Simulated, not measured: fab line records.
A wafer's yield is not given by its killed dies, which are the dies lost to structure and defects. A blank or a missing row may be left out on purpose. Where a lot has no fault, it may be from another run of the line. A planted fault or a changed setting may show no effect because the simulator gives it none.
Matching of chambers / flow n5 finfet / ald sin-02 running N5_STI_FIN_REVEAL_ALD_14: 4 sister chambers
The step deposits Si3N4, target thk 3 nm. 8 wafers are shown with their chamber, then 11 later ones without.

== WAFERS PAIRED WITH THEIR CHAMBERS ==
wafer=L080.1; chamber=1; heater power w (W)=670
wafer=L080.3; chamber=3; heater power w (W)=921
wafer=L080.5; chamber=3; heater power w (W)=915
wafer=L080.6; chamber=2; heater power w (W)=854
wafer=L081.3; chamber=2; heater power w (W)=854
wafer=L081.4; chamber=0; heater power w (W)=833
wafer=L081.5; chamber=0; heater power w (W)=845
wafer=L082.2; chamber=1; heater power w (W)=686

== WAFERS WITH NO CHAMBER GIVEN ==
wafer=L082.3; heater power w (W)=918
wafer=L082.6; heater power w (W)=679
wafer=L083.2; heater power w (W)=878
wafer=L083.5; heater power w (W)=855
wafer=L083.6; heater power w (W)=673
wafer=L089.1; heater power w (W)=892
wafer=L089.4; heater power w (W)=865
wafer=L089.6; heater power w (W)=667
wafer=L095.1; heater power w (W)=882
wafer=L095.3; heater power w (W)=846
wafer=L095.4; heater power w (W)=704

== WHICH CHAMBER EACH ONE RAN IN ==
wafer=L082.3; from the rows above=3; in truth=3
wafer=L082.6; from the rows above=1; in truth=1
wafer=L083.2; from the rows above=2; in truth=2
wafer=L083.5; from the rows above=2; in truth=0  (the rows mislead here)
wafer=L083.6; from the rows above=1; in truth=1
wafer=L089.1; from the rows above=can't be placed: 3 or 2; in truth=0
wafer=L089.4; from the rows above=2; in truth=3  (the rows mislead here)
wafer=L089.6; from the rows above=1; in truth=1
wafer=L095.1; from the rows above=can't be placed: 2 or 3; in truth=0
wafer=L095.3; from the rows above=can't be placed: 0 or 2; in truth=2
wafer=L095.4; from the rows above=1; in truth=1
Correctly placed: 6 of 11. From these rows, 3 cannot be placed; in 1 the true chamber is one of the candidates. Placed wrongly: 2.
How it was worked out, from the rows above alone: a wafer's distance from a chamber is the root of the sum, over the readings, of the square of ((its reading less the chamber's mean) divided by the reading's scatter). The wafer belongs to the nearest chamber; if the next one is less than 2 further off, it can't be placed. Each chamber's mean is taken over the wafers shown for it. The scatter: take each reading less its chamber's mean, square it, sum over the shown wafers, divide by the number of wafers less the number of chambers, and take the root.
